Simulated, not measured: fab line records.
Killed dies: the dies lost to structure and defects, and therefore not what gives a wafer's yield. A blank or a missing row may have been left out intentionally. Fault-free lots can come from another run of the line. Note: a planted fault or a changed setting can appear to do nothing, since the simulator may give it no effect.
Split-lot trial    flow n5 finfet    39 wafers read across 7 lots, on a route 1938 steps long

SPLIT DETAILS
At N5_PASSIVATION_AL_DEP_21 (deposits Al, target thk 2800 nm, time 170 s), the setting target thk a was moved away from the recipe's 28000 angstrom on 12 of the 39 wafers read, by -59.7% to +58.2%. This setting was run at the recipe's value on the other wafers.

Reading taken at the split's own step.

THE READING
Al_of_PASSIVATION_AL_DEP_21.thk nm (the simulator's own value, which no gauge read), in nm, at N5_PASSIVATION_AL_DEP_21 (deposits Al, target thk 2800 nm, time 170 s). The file does not state a usual value for it. Across the 27 wafers here that went through the recipe, the average is 2805 nm and the standard deviation 21 nm.

wafer   tool, chamber at the split  target thk a as run, angstrom  against the recipe  Al_of_PASSIVATION_AL_DEP_21.thk nm, nm  against lot-mates on the recipe
L076.1  pvd sputter-02, -           28000                          recipe              2807                                    -
L076.2  pvd sputter-02, -           28000                          recipe              2818                                    -
L076.3  pvd sputter-02, -           28000                          recipe              2804                                    -
L076.4  pvd sputter-02, -           28000                          recipe              2836                                    -
L076.5  pvd sputter-02, -           28000                          recipe              2814                                    -
L076.6  pvd sputter-02, -           28000                          recipe              2810                                    -
L078.1  pvd sputter-03, -           28000                          recipe              2799                                    -
L078.2  pvd sputter-03, -           28000                          recipe              2804                                    -
L078.3  pvd sputter-03, -           28000                          recipe              2776                                    -
L078.4  pvd sputter-03, -           28000                          recipe              2791                                    -
L078.5  pvd sputter-03, -           28000                          recipe              2787                                    -
L078.6  pvd sputter-03, -           28000                          recipe              2770                                    -
L085.1  pvd sputter-02, -           28000                          recipe              2782                                    -
L085.2  pvd sputter-02, -           17650                          -37.0%              1744                                    -1040
L085.3  pvd sputter-02, -           28000                          recipe              2798                                    -
L085.4  pvd sputter-02, -           17650                          -37.0%              1726                                    -1058
L085.5  pvd sputter-02, -           28000                          recipe              2773                                    -
L085.6  pvd sputter-02, -           17650                          -37.0%              1741                                    -1043
L089.1  pvd sputter-01, -           28000                          recipe              2866                                    -
L089.2  pvd sputter-01, -           28000                          recipe              2821                                    -
L089.3  pvd sputter-01, -           28000                          recipe              2829                                    -
L089.4  pvd sputter-01, -           11270                          -59.7%              1180                                    -1659
L089.5  pvd sputter-01, -           11270                          -59.7%              1159                                    -1680
L089.6  pvd sputter-01, -           11270                          -59.7%              1143                                    -1696
L094.1  pvd sputter-02, -           28000                          recipe              2782                                    -
L094.2  pvd sputter-02, -           17680                          -36.9%              1797                                    -996
L094.3  pvd sputter-02, -           28000                          recipe              2803                                    -
L094.4  pvd sputter-02, -           28000                          recipe              2795                                    -
L094.5  pvd sputter-02, -           17680                          -36.9%              1774                                    -1019
L094.6  pvd sputter-02, -           17680                          -36.9%              1775                                    -1018
L093.1  pvd sputter-01, -           28000                          recipe              2813                                    -
L093.2  pvd sputter-01, -           44300                          +58.2%              4456                                    +1647
L093.3  pvd sputter-01, -           44300                          +58.2%              4452                                    +1643
L093.4  pvd sputter-01, -           28000                          recipe              2801                                    -
L093.5  pvd sputter-01, -           28000                          recipe              2812                                    -
L093.6  pvd sputter-01, -           44300                          +58.2%              4467                                    +1658
L096.1  pvd sputter-02, -           28000                          recipe              2826                                    -
L096.2  pvd sputter-02, -           28000                          recipe              2819                                    -
L096.5  pvd sputter-02, -           28000                          recipe              2810                                    -

FIT RESULTS
A straight line over all 39 wafers: Al_of_PASSIVATION_AL_DEP_21.thk nm changes by +28.1 nm for each +1% of target thk a; r = +1.00; the points scatter about the line by 23 nm.
The same after taking each lot's own level away (the mean of its wafers on the recipe; 39 wafers): +28.1 nm for each +1%; r = +1.00; scatter 14 nm.
According to that fit, moving target thk a by its largest amount changes the reading by 1.7e+03 nm.
Measured against the standard deviation above, the lots' own levels, which go from 2784.3 to 2838.7 nm, span 2.6 times it.
The two slopes agree, so the slope changes little with the lot-to-lot level.
Check: for one of the wafers moved furthest among these (-59.7%), held out of the fit, the line's prediction against its lot-mates is -1.68e+03 nm. Against them it came out at -1.66e+03 nm.

OTHER SPLITS APPLIED TO THESE WAFERS
Note: prior to the reading, these wafers also went through further splits. Each is held against what the fit with the lots' levels taken away leaves over:
other split on the same wafers     wafers away from the commonest value  r with Al_of_PASSIVATION_AL_DEP_21.thk nm (lot level and that fit taken away)
N5_BEOL_M10_TRENCH_ETCH_37 time s  12                                    -0.07
N5_BEOL_M12_SPUTTER_43 time s      9                                     +0.05
N5_BEOL_M15_DEP_53 target thk a    12                                    -0.15

FILE'S OWN FIT
Al_of_PASSIVATION_AL_DEP_21.thk nm changes by +28.1 nm for each +1% of target thk a, r = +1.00.
